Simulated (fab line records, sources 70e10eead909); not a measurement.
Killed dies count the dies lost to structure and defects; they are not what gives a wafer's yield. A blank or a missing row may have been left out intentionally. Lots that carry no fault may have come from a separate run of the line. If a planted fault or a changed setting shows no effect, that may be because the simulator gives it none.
Commonality check across tools | flow nand harc | Lots sampled 12, wafers sampled 36

WHAT PROMPTED THE OPENING
On 2 of the 12 lots, a flag is raised at NHARC_A_SGD_CUT_CD_MEAS_09 on the reading cd nm. Fault-free wafers read 100.1 nm, with a standard deviation of 0.58.
Rule: a lot gets a flag if all its wafers with a number sit over 4 standard deviations from that mean, or if no wafer of it has a number. The rest of the lots are taken to be sound.

lot  | measured     | on        | cd nm (nm), wafer by wafer | flag
L921 | day 19 17:16 | cd sem-01 | 99.4 99.5 99.8             |
L920 | day 19 17:44 | cd sem-03 | 100.0 100.9 100.1          |
L923 | day 20 17:23 | cd sem-02 | 99.8 100.0 100.3           |
L924 | day 21 09:21 | cd sem-03 | 99.7 99.0 100.3            |
L925 | day 21 09:42 | cd sem-02 | 100.6 100.7 100.7          |
L931 | day 23 19:10 | cd sem-03 | 100.7 99.8 99.5            |
L930 | day 24 01:07 | cd sem-02 | 104.5 105.3 105.0          | FLAGGED
L933 | day 25 03:31 | cd sem-02 | 104.2 104.0 104.5          | FLAGGED
L935 | day 25 14:27 | cd sem-03 | 100.0 99.4 99.5            |
L937 | day 26 16:35 | cd sem-03 | 101.0 100.7 100.5          |
L939 | day 27 03:41 | cd sem-03 | 99.7 100.5 100.1           |
L940 | day 27 23:07 | cd sem-02 | 100.1 99.6 99.5            |
The numbers of the flagged lots are 104.6 nm on average: +4.5 nm against the usual, or +8 standard deviations.

LOT BY LOT: THE TOOL USED
Before the reading, the record contains 3 process steps out of a 1302-step route. Each cell gives the tool, then ch followed by the chambers the sampled wafers passed through, then the start.
lot  | flag    | NHARC_A_STAIRCASE_ETCHBACK_157     | NHARC_A_STAIRCASE_CMP_472     | NHARC_A_SGD_CUT_EXPOSE_06
L921 |         | rie diel-01 ch 0,2,3, day 19 15:37 | cmp-04 ch 0,1,3, day 19 16:16 | arfi scanner-01 ch 0, day 19 17:07
L920 |         | rie diel-06 ch 0,2, day 19 16:04   | cmp-01 ch 0,1,3, day 19 16:37 | arfi scanner-01 ch 0, day 19 17:37
L923 |         | rie diel-06 ch 0,1,2, day 20 15:50 | cmp-02 ch 0,1,2, day 20 16:25 | arfi scanner-03 ch 0, day 20 17:15
L924 |         | rie diel-13 ch 0,1,2, day 21 07:46 | cmp-02 ch 0,2,3, day 21 08:19 | arfi scanner-03 ch 0, day 21 09:13
L925 |         | rie diel-13 ch 0,3, day 21 07:58   | cmp-04 ch 1,2,3, day 21 08:35 | arfi scanner-01 ch 0, day 21 09:34
L931 |         | rie diel-13 ch 0,1, day 23 17:24   | cmp-02 ch 0,3, day 23 17:59   | arfi scanner-02 ch 0, day 23 19:02
L930 | FLAGGED | rie diel-06 ch 1,3, day 23 23:25   | cmp-04 ch 0,3, day 23 23:59   | arfi scanner-01 ch 0, day 24 00:59
L933 | FLAGGED | rie diel-01 ch 1,2, day 25 01:57   | cmp-04 ch 0,1,2, day 25 02:34 | arfi scanner-01 ch 0, day 25 03:22
L935 |         | rie diel-13 ch 2,3, day 25 12:36   | cmp-02 ch 0,2, day 25 13:20   | arfi scanner-02 ch 0, day 25 14:19
L937 |         | rie diel-13 ch 1,3, day 26 14:53   | cmp-01 ch 2,3, day 26 15:28   | arfi scanner-02 ch 0, day 26 16:26
L939 |         | rie diel-01 ch 1,2,3, day 27 01:53 | cmp-04 ch 1,3, day 27 02:29   | arfi scanner-03 ch 0, day 27 03:32
L940 |         | rie diel-06 ch 0,2, day 27 21:31   | cmp-01 ch 0,1,3, day 27 22:07 | arfi scanner-03 ch 0, day 27 22:59
These steps, and what they do:
- NHARC_A_STAIRCASE_ETCHBACK_157: etches the open film in CH3F/O2, target depth 90 nm, time 167.14 s.
- NHARC_A_STAIRCASE_CMP_472: polishes SiO2.
- NHARC_A_SGD_CUT_EXPOSE_06: exposes mask SGD.
- NHARC_A_SGD_CUT_CD_MEAS_09: target cd 100 nm.

FLAGGED AGAINST TOTAL, ONE TOOL AT A TIME (gauges that did the reading follow at the end)
step                           | tool            | lots run | flagged | share of the flagged lots | sound lots run after its first flagged lot
NHARC_A_STAIRCASE_ETCHBACK_157 | rie diel-01     | 3        | 1       | some                      | 1 (L939)
NHARC_A_STAIRCASE_ETCHBACK_157 | rie diel-06     | 4        | 1       | some                      | 1 (L940)
NHARC_A_STAIRCASE_ETCHBACK_157 | rie diel-13     | 5        | 0       | none                      | -
NHARC_A_STAIRCASE_CMP_472      | cmp-01          | 3        | 0       | none                      | -
NHARC_A_STAIRCASE_CMP_472      | cmp-02          | 4        | 0       | none                      | -
NHARC_A_STAIRCASE_CMP_472      | cmp-04          | 5        | 2       | all                       | 1 (L939)
NHARC_A_SGD_CUT_EXPOSE_06      | arfi scanner-01 | 5        | 2       | all                       | 0
NHARC_A_SGD_CUT_EXPOSE_06      | arfi scanner-02 | 3        | 0       | none                      | -
NHARC_A_SGD_CUT_EXPOSE_06      | arfi scanner-03 | 4        | 0       | none                      | -
NHARC_A_SGD_CUT_CD_MEAS_09     | cd sem-01       | 1        | 0       | none                      | -
NHARC_A_SGD_CUT_CD_MEAS_09     | cd sem-02       | 5        | 2       | all                       | 1 (L940)
NHARC_A_SGD_CUT_CD_MEAS_09     | cd sem-03       | 6        | 0       | none                      | -

WHAT IS ALLOWED BY THE TABLE
All flagged lots were run by 3 table rows, namely cmp-04 at NHARC_A_STAIRCASE_CMP_472, arfi scanner-01 at NHARC_A_SGD_CUT_EXPOSE_06, cd sem-02 at NHARC_A_SGD_CUT_CD_MEAS_09.
- cmp-04 at NHARC_A_STAIRCASE_CMP_472 ran 5 lots, 2 of them flagged. Sound lots ran on it after the first flagged one (L939), which a lasting fault on the whole tool wouldn't allow.
- arfi scanner-01 at NHARC_A_SGD_CUT_EXPOSE_06 ran 5 lots, 2 of them flagged. Its last sound lot is L925 (day 21 09:34), its first flagged lot L930 (day 24 00:59): a fault that began between those two fits. Its own readings lie more than 4 standard deviations out on every wafer of the flagged lots: exposure dose mJ cm2.
- cd sem-02 at NHARC_A_SGD_CUT_CD_MEAS_09 ran 5 lots, 2 of them flagged. Sound lots ran on it after the first flagged one (L940), which a lasting fault on the whole tool wouldn't allow.
Left over: one tool, arfi scanner-01 at NHARC_A_SGD_CUT_EXPOSE_06.

WHAT THE SIMULATOR HAD PUT IN
Drift in process parameters on arfi scanner-01 at NHARC_A_SGD_CUT_EXPOSE_06, starting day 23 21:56. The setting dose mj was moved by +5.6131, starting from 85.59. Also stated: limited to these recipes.
Lots struck among those shown: L930, L933. The same result came from the rule above.
